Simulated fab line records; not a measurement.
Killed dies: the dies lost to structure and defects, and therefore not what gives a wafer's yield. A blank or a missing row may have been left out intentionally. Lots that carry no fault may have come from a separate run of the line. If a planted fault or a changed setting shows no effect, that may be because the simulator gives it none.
Which tool did it? / flow n5-finfet / 21 wafers from 7 lots sampled at 5 of the route's 1938 steps

== WHAT THE GAUGES SHOWED, per wafer ==
N5_BEOL_M11_CD_MEAS_18: pitch 140 nm, target cd 70 nm.
lot=L565; measured=day 12 18:16; on=cd-sem-03; cd-nm (nm)=69.1 69.3 69.6
lot=L569; measured=day 14 08:15; on=cd-sem-02; cd-nm (nm)=- - -
lot=L571; measured=day 14 23:52; on=cd-sem-01; cd-nm (nm)=69.8 69.9 70.2
lot=L579; measured=day 16 16:11; on=cd-sem-03; cd-nm (nm)=69.7 69.8 71.1
lot=L580; measured=day 17 12:21; on=cd-sem-01; cd-nm (nm)=69.4 69.6 69.6
lot=L584; measured=day 18 01:29; on=cd-sem-03; cd-nm (nm)=68.8 68.6 69.6
lot=L586; measured=day 18 10:14; on=cd-sem-03; cd-nm (nm)=69.6 70.7 69.5

== WHAT TOOL EACH LOT RAN ON (gives the tool, then ch and the chambers of the sampled wafers, and finally the start) ==
lot=L565; N5_BEOL_M10_ALD_74=ald-metal-02 ch 0,1,2, day 12 13:08; N5_BEOL_M10_SURFACE_TREAT_76=pvd-sputter-01, day 12 13:29; N5_BEOL_M11_ETCH_62=rie-diel-06 ch 0,2,3, day 12 17:50; N5_BEOL_M11_HM_OPEN_17=rie-metal-03 ch 0,1, day 12 18:01
lot=L569; N5_BEOL_M10_ALD_74=ald-metal-01 ch 2,3, day 14 04:25; N5_BEOL_M10_SURFACE_TREAT_76=pvd-sputter-02, day 14 04:50; N5_BEOL_M11_ETCH_62=rie-diel-05 ch 1,3, day 14 07:53; N5_BEOL_M11_HM_OPEN_17=rie-metal-03 ch 1, day 14 08:04
lot=L571; N5_BEOL_M10_ALD_74=ald-metal-03 ch 0,2, day 14 19:37; N5_BEOL_M10_SURFACE_TREAT_76=pvd-sputter-03, day 14 19:58; N5_BEOL_M11_ETCH_62=rie-diel-06 ch 0,1,3, day 14 23:28; N5_BEOL_M11_HM_OPEN_17=rie-metal-02 ch 0,1, day 14 23:40
lot=L579; N5_BEOL_M10_ALD_74=ald-metal-03 ch 0,1,2, day 16 10:16; N5_BEOL_M10_SURFACE_TREAT_76=pvd-sputter-03, day 16 10:37; N5_BEOL_M11_ETCH_62=rie-diel-02 ch 0,2,3, day 16 15:41; N5_BEOL_M11_HM_OPEN_17=rie-metal-01 ch 0,1, day 16 15:54
lot=L580; N5_BEOL_M10_ALD_74=ald-metal-02 ch 2,3, day 17 07:19; N5_BEOL_M10_SURFACE_TREAT_76=pvd-sputter-03, day 17 07:55; N5_BEOL_M11_ETCH_62=rie-diel-05 ch 1,2,3, day 17 11:56; N5_BEOL_M11_HM_OPEN_17=rie-metal-01 ch 0,1, day 17 12:08
lot=L584; N5_BEOL_M10_ALD_74=ald-metal-03 ch 0,1,2, day 17 19:38; N5_BEOL_M10_SURFACE_TREAT_76=pvd-sputter-03, day 17 19:59; N5_BEOL_M11_ETCH_62=rie-diel-06 ch 2,3, day 18 00:59; N5_BEOL_M11_HM_OPEN_17=rie-metal-01 ch 0,1, day 18 01:10
lot=L586; N5_BEOL_M10_ALD_74=ald-metal-03 ch 1,2,3, day 18 04:08; N5_BEOL_M10_SURFACE_TREAT_76=pvd-sputter-01, day 18 04:31; N5_BEOL_M11_ETCH_62=rie-diel-05 ch 1,2, day 18 09:44; N5_BEOL_M11_HM_OPEN_17=rie-metal-01 ch 0, day 18 09:55
- N5_BEOL_M10_ALD_74: deposits TaN, target thk 2 nm, pulse time 2 s, purge time 3 s.
- N5_BEOL_M10_SURFACE_TREAT_76
- N5_BEOL_M11_ETCH_62: etches SOC in N2/H2, target depth 110 nm, overetch 22 nm, time 165 s.
- N5_BEOL_M11_HM_OPEN_17: chemistry Cl2/BCl3, target TiN, target depth 20 nm, overetch 6 nm.

== THE ANSWER, worked out from the rows above alone ==
Rule: the usual values come from the lots themselves. Put in order of their means at a reading, lots are off if they are a third of the lots or fewer, leave a main group of 4 or more, and stand apart from it by a gap of 3 or more times the standard deviation of the main group's means; of several such gaps the widest counts. The tables above print the reading to a certain number of digits; a main group whose means all agree to those digits is not used. A lot without any number at a reading at which 4 lots or more have one is off too. Any other lot the step has rows for is counted as sound.
Off: L569, at N5_BEOL_M11_CD_MEAS_18 (cd-nm). Without a number there: L569. For the main group the mean is 69.7 nm and the standard deviation 0.41.
A tool fits if, at a process step before that reading, it ran every lot that is off, and no sound lot after the first of them. Gauges at N5_BEOL_M11_CD_MEAS_18: tried the same way as those tools. Can't be told from this: 4 tools fit, ald-metal-01 at N5_BEOL_M10_ALD_74, pvd-sputter-02 at N5_BEOL_M10_SURFACE_TREAT_76, rie-metal-03 at N5_BEOL_M11_HM_OPEN_17, cd-sem-02 at N5_BEOL_M11_CD_MEAS_18.

== WHAT THE SIMULATOR HAD INSERTED ==
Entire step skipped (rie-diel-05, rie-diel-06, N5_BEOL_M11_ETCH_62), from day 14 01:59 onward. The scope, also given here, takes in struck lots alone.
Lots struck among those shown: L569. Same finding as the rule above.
